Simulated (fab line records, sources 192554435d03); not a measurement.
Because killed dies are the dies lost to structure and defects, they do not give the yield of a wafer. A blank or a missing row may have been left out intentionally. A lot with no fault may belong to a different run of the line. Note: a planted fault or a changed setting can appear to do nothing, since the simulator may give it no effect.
fab line records    flow n5-finfet
record lots=8  wafers=24  last-day=18
route steps=1938 shown BEOL_M4@1111 BEOL_M5@1137 PASSIVATION@1936
lots that met no fault: taken from a fault-free run of the same line
start-h: hours from the record's first day to the start of the lot's first wafer shown    wait-h: hours since the lot's step before    " identical to the entry in the row above    L1.1+2: one row covering several wafers at once    - no value present, or no start provided    * or withheld: withheld    < > ~ a bound
route shown NAME@n: NAME is a module with steps in the file, n the number in the route of the first one    usual: mean/standard deviation of fault-free wafers    same: alike in all rows    chamber/n: place in a boat    sites: readings site by site    _std_site: standard deviation of those values    _edge_site: the outer-site mean with the inner-site mean subtracted    radius-mm: how far each site lies from the wafer's centre    mask NAME#n: copy n    behind: the last tool/chamber to shape the wafer    hold: why the lot was held/for how many hours/how that ended    device: whichever transistor did not switch (one of n, p or np)    end of line: tests of these same wafers at the route's end    a step with no rows: only its recipe    killed: count of dies lost to structure and defects at first sort (not the wafer's yield)    map: a wafer's dies, x killed, . not, _ none there
set.NAME: the setting the step ran with; set.NAME@STEP: the setting that earlier step ran with    model.NAME: the simulator's own value behind a step, which no gauge read
the route's steps for a sample of lots (tables are steps, rows are wafers)
services: a tool's chamber out of use, with start hour (start-h, from the record's first day; less than 0 if before it), hours out, and reason
## steps
# step N5_BEOL_M4_RC_MEAS_101
# usual DIBL_N=36.5/1.4  DIBL_P=36.9/1.7  IOFF_N=0.163/0.023  IOFF_P=0.22/0.032  ION_N=673/9  ION_P=462/7.5  SS_N=71.6/0.54  SS_P=73.4/0.62  VT_N=249.8/2.8  VT_P=-250/3.5
lot.wafer  tool       chamber  start-h  wait-h  DIBL_N[mV/V]  DIBL_P[mV/V]  IOFF_N[nA/um]  IOFF_P[nA/um]  ION_N[uA/um]  ION_P[uA/um]  SS_N[mV/dec]  SS_P[mV/dec]  VT_N[mV]  VT_P[mV]
L449.2     prober-02  0        182.56   0.2     36.8          36.5          0.161          0.26           684           479           71.6          73.5          249.2     -243
L449.4     "          0        "        "       37.5          36.5          0.173          0.25           680           475           72.0          73.7          247.9     -248
L449.6     "          0        "        "       38.1          37.9          0.186          0.29           689           482           71.9          73.7          245.9     -244
L454.3     prober-01  0        210.98   0.3     36.0          35.8          0.153          0.19           673           455           72.0          73.9          249.3     -253
L454.4     "          0        "        "       37.8          37.9          0.184          0.22           667           450           72.8          73.8          247.4     -251
L454.6     "          0        "        "       37.8          37.7          0.179          0.21           684           457           72.0          73.6          245.8     -253
L455.1     prober-01  0        213.11   0.0     36.0          37.5          0.176          0.25           676           468           71.8          74.1          248.6     -244
L455.5     "          0        "        "       35.8          37.3          0.174          0.25           672           469           71.7          74.3          246.6     -248
L455.6     "          0        "        "       36.5          37.8          0.187          0.27           679           469           73.1          73.4          249.4     -246
L464.2     prober-02  0        276.68   0.2     36.8          38.5          0.174          0.21           686           462           71.9          73.5          247.8     -251
L464.3     "          0        "        "       36.8          38.7          0.182          0.24           684           470           71.7          73.6          248.8     -248
L464.5     "          0        "        "       37.8          40.1          0.198          0.25           688           467           72.4          73.6          244.6     -246
L466.1     prober-01  0        277.93   0.0     33.6          35.0          0.123          0.19           658           461           70.9          72.6          255.1     -251
L466.2     "          0        "        "       35.3          36.8          0.146          0.21           678           464           71.4          73.4          253.1     -252
L466.5     "          0        "        "       33.0          34.3          0.114          0.18           657           461           71.1          73.1          255.0     -256
L465.2     prober-01  0        280.63   0.2     37.0          38.6          0.158          0.21           673           466           71.4          73.5          249.6     -250
L465.4     "          0        "        "       38.6          40.0          0.175          0.22           676           457           72.2          73.9          251.9     -253
L465.6     "          0        "        "       38.9          39.9          0.186          0.23           676           459           72.4          74.1          250.7     -251
L467.2     prober-02  0        282.28   0.2     37.8          39.6          0.191          0.22           679           457           71.9          74.2          247.5     -252
L467.3     "          0        "        "       35.1          36.1          0.142          0.17           671           448           71.0          73.7          251.1     -258
L467.4     "          0        "        "       34.4          35.9          0.128          0.17           656           454           70.8          73.8          255.7     -254
L470.2     prober-02  0        303.82   0.2     37.3          36.0          0.184          0.25           675           464           71.8          73.7          246.7     -246
L470.3     "          0        "        "       38.3          37.0          0.213          0.29           673           460           71.7          74.9          245.4     -246
L470.5     "          0        "        "       37.7          35.6          0.183          0.25           673           462           72.7          74.1          249.9     -247
# step N5_BEOL_M5_STRIP_19
# recipe chemistry=O2  power-w=400  temp-c=40  pressure-mtorr=30  rf-frequency-hz=6e+07  bias-power-w=0  overash-fraction=0.2  o2-flow-sccm=225
# usual drypump-motor-current-A=5.4/0.49  oes-product-au=0.74/0.054  rf-vpp-V=3.6/0.47  showerhead-plenum-p-Torr=2.05/0.077  throttle-valve-pct=16.66/0.17
# same overash-fraction=0.2
lot.wafer  tool         chamber  start-h  wait-h  drypump-motor-current-A  oes-product-au  rf-hours-counter-h  rf-vpp-V  showerhead-plenum-p-Torr  throttle-valve-pct
L449.2     rie-diel-06  0        186.42   0.1     5.6                      0.72            159                 3.4       2.08                      16.92
L449.4     "            2        "        "       5.0                      0.74            156                 2.7       2.00                      16.60
L449.6     "            3        "        "       5.6                      0.67            -                   3.7       1.99                      16.64
L454.3     rie-diel-06  3        213.98   0.1     5.6                      0.66            241                 3.2       1.98                      16.67
L454.4     "            2        "        "       5.0                      0.73            165                 4.6       2.00                      16.62
L454.6     "            0        "        "       5.5                      0.72            -                   3.8       2.08                      16.93
L455.1     rie-diel-02  3        217.98   0.2     5.8                      0.76            151                 3.7       2.10                      16.66
L455.5     "            1        "        "       6.3                      0.77            -                   3.8       2.01                      16.52
L455.6     "            2        "        "       5.1                      0.75            -                   3.7       1.99                      16.55
L464.2     rie-diel-02  0        280.81   0.2     5.3                      0.84            76                  4.2       2.22                      16.40
L464.3     "            3        "        "       5.9                      0.74            170                 3.5       2.09                      16.66
L464.5     "            0        "        "       5.3                      0.83            -                   3.6       2.22                      16.39
L466.1     rie-diel-01  1        281.36   0.1     4.7                      0.68            225                 4.3       2.15                      16.94
L466.2     "            0        "        "       5.4                      0.74            143                 3.4       1.93                      16.50
L466.5     "            0        "        "       5.4                      0.75            -                   3.2       1.93                      16.51
L465.2     rie-diel-02  0        284.99   0.1     5.2                      0.84            77                  4.6       2.22                      16.42
L465.4     "            3        "        "       5.9                      0.74            172                 3.4       2.09                      16.68
L465.6     "            3        "        "       5.9                      0.74            -                   3.7       2.09                      16.68
L467.2     rie-diel-02  2        285.44   0.1     5.1                      0.73            191                 4.1       1.98                      16.60
L467.3     "            1        "        "       6.3                      0.75            179                 4.2       2.00                      16.54
L467.4     "            0        "        "       5.3                      0.83            77                  4.4       2.22                      16.40
L470.2     rie-diel-02  3        306.99   0.1     5.9                      0.74            176                 3.2       2.09                      16.69
L470.3     "            1        "        "       6.3                      0.74            187                 3.7       2.00                      16.56
L470.5     "            1        "        "       6.2                      0.73            -                   4.4       2.00                      16.56
# step N5_BEOL_M5_EXPOSE_25
# recipe mask-id=V4  na=0.33  source-shape=quasar  sigma-inner=0.2  sigma-outer=0.6  polarization=unpolarized  defocus-nm=10  dose-mj=52.75
# usual exposure-dose-mJ-cm2=52.70/0.066
# same dipole-opening-deg=60  na=0.33
lot.wafer  tool            chamber  start-h  wait-h  mask  exposure-dose-mJ-cm2
L449.2     euv-scanner-02  0        186.80   -       V4#0  52.65
L449.4     "               0        "        "       V4#0  52.72
L449.6     "               0        "        "       V4#0  52.69
L454.3     euv-scanner-02  0        216.16   -       V4#0  52.61
L454.4     "               0        "        "       V4#0  52.60
L454.6     "               0        "        "       V4#0  52.65
L455.1     euv-scanner-02  0        218.92   -       V4#0  52.60
L455.5     "               0        "        "       V4#0  52.56
L455.6     "               0        "        "       V4#0  52.67
L464.2     euv-scanner-02  0        283.63   -       V4#0  46.83
L464.3     "               0        "        "       V4#0  46.93
L464.5     "               0        "        "       V4#0  46.87
L466.1     euv-scanner-02  0        283.67   -       V4#0  46.88
L466.2     "               0        "        "       V4#0  46.84
L466.5     "               0        "        "       V4#0  46.94
L465.2     euv-scanner-01  0        287.98   -       V4#0  52.75
L465.4     "               0        "        "       V4#0  52.73
L465.6     "               0        "        "       V4#0  52.79
L467.2     euv-scanner-01  0        288.55   -       V4#0  52.67
L467.3     "               0        "        "       V4#0  52.68
L467.4     "               0        "        "       V4#0  52.71
L470.2     euv-scanner-01  0        307.94   -       V4#0  52.70
L470.3     "               0        "        "       V4#0  52.74
L470.5     "               0        "        "       V4#0  52.67
# step N5_BEOL_M5_CD_MEAS_28
# recipe target-cd-nm=30.6  landing-energy-ev=500  detector=se-inlens  target-cd-y-nm=20  polarity=opening
# usual cd-nm=30.55/0.22
lot.wafer  tool       chamber  start-h  wait-h  cd-nm
L449.2     cd-sem-03  0        186.93   -       30.50
L449.4     "          0        "        "       30.35
L449.6     "          0        "        "       30.84
L454.3     cd-sem-03  0        216.29   -       30.11
L454.4     "          0        "        "       30.52
L454.6     "          0        "        "       30.85
L455.1     cd-sem-02  0        219.06   -       30.64
L455.5     "          0        "        "       30.62
L455.6     "          0        "        "       30.48
L464.2     cd-sem-02  0        283.76   -       27.55
L464.3     "          0        "        "       27.54
L464.5     "          0        "        "       27.55
L466.1     cd-sem-03  0        283.81   -       27.92
L466.2     "          0        "        "       27.65
L466.5     "          0        "        "       27.71
L465.2     cd-sem-03  0        288.12   -       30.80
L465.4     "          0        "        "       30.67
L465.6     "          0        "        "       30.85
L467.2     cd-sem-03  0        288.69   -       30.48
L467.3     "          0        "        "       30.49
L467.4     "          0        "        "       30.44
L470.2     cd-sem-01  0        308.07   -       30.66
L470.3     "          0        "        "       30.30
L470.5     "          0        "        "       30.44
# step N5_BEOL_M5_ETCH_67
# recipe chemistry=CF4  target=SiARC  target-depth-a=156  mask-material=CAR-EUV  time-s=26  ion-energy-ev=80  pressure-mtorr=40  source-w=545  bias-w=36  Ar_flow_sccm=100  cf4-flow-sccm=100  ends=cleared
# usual drypump-motor-current-A=5.4/0.49  etch-rf-on-time-s=26.1/0.42  oes-product-au=0.63/0.049  rf-vpp-V=183.6/1.3  showerhead-plenum-p-Torr=2.10/0.076  throttle-valve-pct=15.63/0.2
lot.wafer  tool         chamber  start-h  wait-h  drypump-motor-current-A  etch-rf-on-time-s  oes-product-au  rf-hours-counter-h  rf-vpp-V  showerhead-plenum-p-Torr  throttle-valve-pct
L449.2     rie-diel-01  0        187.15   0.0     5.4                      25.9               0.67            109                 181.5     1.99                      15.41
L449.4     "            2        "        "       6.3                      26.4               0.62            160                 184.2     2.13                      15.48
L449.6     "            2        "        "       6.3                      26.4               0.62            -                   184.7     2.13                      15.47
L454.3     rie-diel-01  0        216.72   0.0     5.4                      25.2               0.68            119                 181.2     1.99                      15.43
L454.4     "            3        "        "       5.7                      25.6               0.60            246                 185.1     2.12                      15.78
L454.6     "            3        "        "       5.8                      25.6               0.60            -                   183.4     2.12                      15.78
L455.1     rie-diel-01  0        219.23   0.0     5.4                      25.6               0.68            120                 181.5     1.99                      15.42
L455.5     "            2        "        "       6.3                      25.8               0.62            -                   183.7     2.13                      15.49
L455.6     "            3        "        "       5.7                      25.7               0.60            -                   183.4     2.12                      15.75
L464.2     rie-diel-06  3        283.93   0.0     5.6                      25.6               0.84            4                   186.7     2.27                      15.15
L464.3     "            1        "        "       4.9                      25.9               0.64            178                 183.3     2.05                      15.73
L464.5     "            2        "        "       5.0                      26.0               0.62            -                   183.1     2.05                      15.70
L466.1     rie-diel-01  0        284.21   0.0     5.4                      25.7               0.65            144                 182.3     1.98                      15.47
L466.2     "            1        "        "       4.7                      26.4               0.59            227                 185.1     2.20                      15.94
L466.5     "            2        "        "       6.3                      26.3               0.60            -                   182.6     2.12                      15.55
L465.2     rie-diel-06  1        288.29   0.0     5.0                      26.2               0.63            179                 183.0     2.05                      15.72
L465.4     "            2        "        "       5.0                      26.1               0.61            190                 184.5     2.05                      15.70
L465.6     "            0        "        "       5.5                      27.1               0.60            -                   185.2     2.13                      15.99
L467.2     rie-diel-02  3        288.86   0.0     5.9                      25.9               0.64            173                 182.9     2.14                      15.66
L467.3     "            0        "        "       5.2                      25.8               0.71            78                  185.3     2.25                      15.31
L467.4     "            2        "        "       5.1                      26.2               0.62            192                 184.4     2.05                      15.63
L470.2     rie-diel-06  0        308.24   0.0     5.5                      26.8               0.59            197                 183.6     2.13                      15.97
L470.3     "            3        "        "       5.5                      25.9               0.81            10                  186.2     2.27                      15.16
L470.5     "            2        "        "       5.0                      26.0               0.62            -                   183.9     2.05                      15.73
# step N5_BEOL_M5_VIA_ETCH_34
# recipe chemistry=C4F6/O2  target=SiCOH_lowk  target-depth-a=883  mask-material=SOC  taper-deg=4  time-s=39.2  ion-energy-ev=250  pressure-mtorr=30  source-w=345  bias-w=185  Ar_flow_sccm=300  C4F6_flow_sccm=10  O2_flow_sccm=10
# usual drypump-motor-current-A=5.4/0.49  oes_ar_750_au=0.75/0.055  oes-product-au=0.74/0.057  rf-vpp-V=662/8.3  showerhead-plenum-p-Torr=2.80/0.1  throttle-valve-pct=20.88/0.21
# same time-s=39.2
lot.wafer  tool         chamber  start-h  wait-h  drypump-motor-current-A  oes_ar_750_au  oes-product-au  rf-hours-counter-h  rf-vpp-V  showerhead-plenum-p-Torr  throttle-valve-pct
L449.2     rie-diel-01  0        187.28   0.0     5.4                      0.79           0.79            109                 659       2.65                      20.67
L449.4     "            2        "        "       6.3                      0.73           0.73            160                 666       2.83                      20.68
L449.6     "            2        "        "       6.3                      0.73           0.72            -                   665       2.83                      20.66
L454.3     rie-diel-01  0        216.85   0.0     5.4                      0.79           0.78            119                 657       2.65                      20.69
L454.4     "            3        "        "       5.7                      0.70           0.69            246                 661       2.82                      21.00
L454.6     "            3        "        "       5.8                      0.69           0.69            -                   662       2.81                      20.98
L455.1     rie-diel-01  0        219.36   0.0     5.4                      0.78           0.79            120                 657       2.65                      20.71
L455.5     "            2        "        "       6.3                      0.72           0.72            -                   665       2.83                      20.69
L455.6     "            3        "        "       5.8                      0.69           0.69            -                   661       2.82                      21.00
L464.2     rie-diel-06  3        284.06   0.0     5.6                      0.97           0.97            4                   672       3.03                      20.48
L464.3     "            1        "        "       4.9                      0.75           0.73            178                 653       2.73                      20.92
L464.5     "            2        "        "       5.0                      0.72           0.72            -                   650       2.73                      20.93
L466.1     rie-diel-01  0        284.34   0.0     5.4                      0.76           0.75            144                 658       2.64                      20.73
L466.2     "            1        "        "       4.7                      0.69           0.68            227                 666       2.94                      21.23
L466.5     "            2        "        "       6.3                      0.70           0.69            -                   665       2.82                      20.71
L465.2     rie-diel-06  1        288.42   0.0     4.9                      0.75           0.73            179                 654       2.72                      20.93
L465.4     "            2        "        "       5.0                      0.72           0.71            190                 650       2.73                      20.93
L465.6     "            0        "        "       5.5                      0.70           0.70            -                   677       2.84                      21.29
L467.2     rie-diel-02  3        288.99   0.0     5.9                      0.75           0.75            173                 669       2.84                      20.85
L467.3     "            0        "        "       5.3                      0.83           0.82            78                  670       2.99                      20.57
L467.4     "            2        "        "       5.0                      0.72           0.72            192                 662       2.72                      20.82
L470.2     rie-diel-06  0        308.37   0.0     5.5                      0.70           0.70            197                 678       2.83                      21.28
L470.3     "            3        "        "       5.6                      0.94           0.94            10                  671       3.03                      20.49
L470.5     "            2        "        "       5.0                      0.72           0.71            -                   650       2.73                      20.96
# step N5_PASSIVATION_PROBE_49
# usual defect-limited-yield=91.2/1.4  killed_at_M0_to_M3=35/11  killed_at_M4_up=12/4.2  killed-at-contacts=13/5.6  killed-at-front-end=40/12  killed-at-other=3.3/2.6  killed-dies=103/17  killed-on-rim=14/4.5  killed-open=68/12  killed-short=34/7.6  sort_bin_5_function=5.1/0.95  sort_bin_6_memory=3.3/0.68  sort-n-pass=1077/17  sort-yield-pct=91.2/1.4
# same gross-dies=1180  killed-at-back-side=0  sort_bin_4_leakage[%]=0  sort_bin_8_speed[%]=0
lot.wafer  tool       chamber  start-h  wait-h  defect-limited-yield[%]  killed_at_M0_to_M3  killed_at_M4_up  killed-at-contacts  killed-at-front-end  killed-at-other  killed-dies  killed-on-rim  killed-open  killed-short  sort_bin_5_function[%]  sort_bin_6_memory[%]  sort-n-pass  sort-yield-pct[%]
L464.2     prober-01  -        374.96   0.1     4.7                      37                  998              19                  68                   3                1125         147            91           44            68.6                    13.1                  55           4.7
L464.3     prober-01  -        375.01   0.1     4.4                      50                  1001             5                   68                   4                1128         144            98           42            68.7                    14.6                  52           4.4
L464.5     prober-01  -        375.11   0.2     5.4                      67                  985              15                  46                   3                1116         145            86           54            67.1                    13.7                  64           5.4
L466.1     prober-02  -        376.71   0.0     4.5                      46                  1030             4                   46                   1                1127         143            75           34            70.9                    12.5                  53           4.5
L466.2     prober-02  -        376.76   0.1     4.2                      44                  1039             13                  31                   4                1131         144            67           30            68.9                    13.1                  49           4.2
L466.5     prober-02  -        376.91   0.2     3.8                      29                  1051             6                   45                   4                1135         145            73           25            69.4                    13.6                  45           3.8
# killed by level:class
L464.2 BEOL_M5:area-expose=990 STI_FIN_REVEAL:geometric-particle:open=22 FIN_SAQP:geometric-particle:short=15 MOL_CONTACT_COAG:geometric-particle:open=15 BEOL_M0_SAQP:geometric-particle:short=9 BEOL_M2:geometric-particle:open=9 BEOL_M0_SAQP:geometric-particle:open=8 ILD0:geometric-particle:short=5
L464.3 BEOL_M5:area-expose=987 STI_FIN_REVEAL:geometric-particle:open=26 BEOL_M2:geometric-particle:open=15 BEOL_M0_SAQP:geometric-particle:open=10 STI_FIN_REVEAL:geometric-particle:short=9 FIN_SAQP:geometric-particle:short=8 BEOL_M0_SAQP:geometric-particle:short=7 BEOL_M4:geometric-particle:open=7
L464.5 BEOL_M5:area-expose=973 BEOL_M2:geometric-particle:open=25 BEOL_M0_SAQP:geometric-particle:short=15 MOL_CONTACT_COAG:geometric-particle:open=12 FIN_SAQP:geometric-particle:short=11 STI_FIN_REVEAL:geometric-particle:open=11 BEOL_M1:geometric-particle:open=7 GATE_CUT:geometric-particle:short=6
L466.1 BEOL_M5:area-expose=1018 FIN_SAQP:geometric-particle:open=18 BEOL_M1:geometric-particle:open=13 BEOL_M0_SAQP:geometric-particle:short=12 BEOL_M0_SAQP:geometric-particle:open=9 FIN_SAQP:geometric-particle:short=6 BEOL_M2:geometric-particle:open=6 BEOL_M4:geometric-particle:open=5
L466.2 BEOL_M5:area-expose=1028 FIN_SAQP:geometric-particle:open=10 BEOL_M3:geometric-particle:open=10 BEOL_M1:geometric-particle:open=10 MOL_CONTACT_COAG:geometric-particle:open=9 BEOL_M0_SAQP:geometric-particle:short=8 BEOL_M0_SAQP:geometric-particle:open=7 STI_FIN_REVEAL:geometric-particle:open=5
L466.5 BEOL_M5:area-expose=1037 FIN_SAQP:geometric-particle:open=13 STI_FIN_REVEAL:geometric-particle:open=12 BEOL_M1:geometric-particle:open=7 BEOL_M4:geometric-particle:open=7 DUMMY_GATE:geometric-particle:open=6 MOL_CONTACT_COAG:geometric-particle:open=5 BEOL_M0_SAQP:geometric-particle:open=5
## services
tool            chamber  start-h  hours  kind
euv-scanner-01  -        209.69   0.2    repair
euv-scanner-01  -        210.00   1.0    pm
euv-scanner-02  -        211.03   4.6    pm
euv-scanner-01  -        215.63   4.6    pm
euv-scanner-02  -        220.23   1.0    pm
rie-diel-01     2        235.65   2.4    repair
rie-diel-01     3        236.99   5.4    repair
euv-scanner-02  -        242.27   17.3   pm
rie-diel-01     3        242.70   -      clean
rie-diel-01     3        242.70   -      consumable-replace:esc
rie-diel-01     3        242.70   -      consumable-replace:focus-ring
rie-diel-01     3        242.70   18.6   scheduled-down
rie-diel-01     3        242.70   18.6   vent-cycle
rie-diel-06     3        247.21   -      clean
rie-diel-06     3        247.21   -      consumable-replace:focus-ring
rie-diel-06     3        247.21   -      consumable-replace:showerhead
rie-diel-06     3        247.21   23.3   scheduled-down
rie-diel-06     3        247.21   23.3   vent-cycle
euv-scanner-01  -        262.12   1.0    pm
euv-scanner-02  -        274.54   1.0    pm
rie-diel-01     0        277.94   1.8    repair
rie-diel-01     3        279.67   7.2    repair
rie-diel-02     3        292.71   8.2    repair
euv-scanner-02  0        296.11   -      calibration
## key
first-sign step=N5_BEOL_M5_EXPOSE_25  reading=exposure-dose-mJ-cm2  direction=down  sigmas=88  usual=52.70  struck=46.88
effect step=N5_BEOL_M5_CD_MEAS_28  reading=cd-nm  direction=down  sigmas=13  usual=30.55  struck=27.65
effect step=N5_PASSIVATION_PROBE_49  reading=killed_at_M4_up  direction=up  sigmas=99+  usual=12  struck=1017
more-kills-born-at N5_BEOL_M5_EXPOSE_25@euv-scanner-02=6033
met-at N5_BEOL_M5_EXPOSE_25
struck-lots L464,L466
later-rows-left-out L464.2,L464.3,L464.5,L466.1,L466.2,L466.5
not-acting-at N5_BEOL_M5_STRIP_19,N5_BEOL_M5_ETCH_67,N5_BEOL_M5_VIA_ETCH_34
onset-between 218.92 283.63
fault kind=process-parameter-drift  tool=euv-scanner-02  chamber=-  onset-h=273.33  steps=N5_BEOL_M5_EXPOSE_25  channel=dose-mj  offset=-5.7723  shape=step  acts-in=these-recipes-only  stated=52.75
# later-rows-left-out: the simulator's readings of these wafers behind a module that went badly wrong aren't trusted and aren't shown, but for the sort
